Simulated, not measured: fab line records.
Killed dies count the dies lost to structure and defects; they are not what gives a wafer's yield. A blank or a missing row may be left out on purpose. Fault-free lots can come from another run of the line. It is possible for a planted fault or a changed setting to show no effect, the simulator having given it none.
Matching of chambers + flow nand harc + NHARC_A_STAIRCASE_TRIM_187 on rie diel-04 has 4 sister chambers
The step chemistry O2, time 211.2 s. 4 wafers are shown with their chamber, then 12 later ones without.

WAFERS WITH THEIR CHAMBER
| wafer  | chamber | showerhead plenum p Torr (Torr) |
|--------|---------|---------------------------------|
| L081.6 | 1       | 3.28                            |
| L086.2 | 2       | 3.61                            |
| L086.4 | 3       | 3.72                            |
| L086.5 | 0       | 3.39                            |

WAFERS MISSING THEIR CHAMBER
| wafer  | showerhead plenum p Torr (Torr) |
|--------|---------------------------------|
| L089.1 | 3.61                            |
| L089.2 | 3.71                            |
| L089.5 | 3.61                            |
| L088.1 | 3.71                            |
| L088.2 | 3.28                            |
| L088.3 | 3.60                            |
| L097.3 | 3.37                            |
| L097.4 | 3.59                            |
| L097.6 | 3.59                            |
| L096.2 | 3.70                            |
| L096.3 | 3.37                            |
| L096.6 | 3.59                            |

WHICH CHAMBER EACH WENT THROUGH
| wafer  | from the rows above | in truth |
|--------|---------------------|----------|
| L089.1 | 2                   | 2        |
| L089.2 | 3                   | 3        |
| L089.5 | 2                   | 2        |
| L088.1 | 3                   | 3        |
| L088.2 | 1                   | 1        |
| L088.3 | 2                   | 2        |
| L097.3 | 0                   | 0        |
| L097.4 | 2                   | 2        |
| L097.6 | 2                   | 2        |
| L096.2 | 3                   | 3        |
| L096.3 | 0                   | 0        |
| L096.6 | 2                   | 2        |
12 of 12 placed correctly. Can't be placed from these rows: 0. Number placed wrongly: 0.
How it was worked out, from the rows above alone: a wafer's distance from a chamber is the root of the sum, over the readings, of the square of ((its reading less the chamber's mean) divided by the reading's scatter). The wafer belongs to the nearest chamber; if the next one is less than 2 further off, it can't be placed. For every chamber, the mean is computed from those of its wafers that are shown. The scatter (one wafer shown for each chamber): square how far every hidden wafer sits from the nearest shown wafer, average those squares and take the square root.
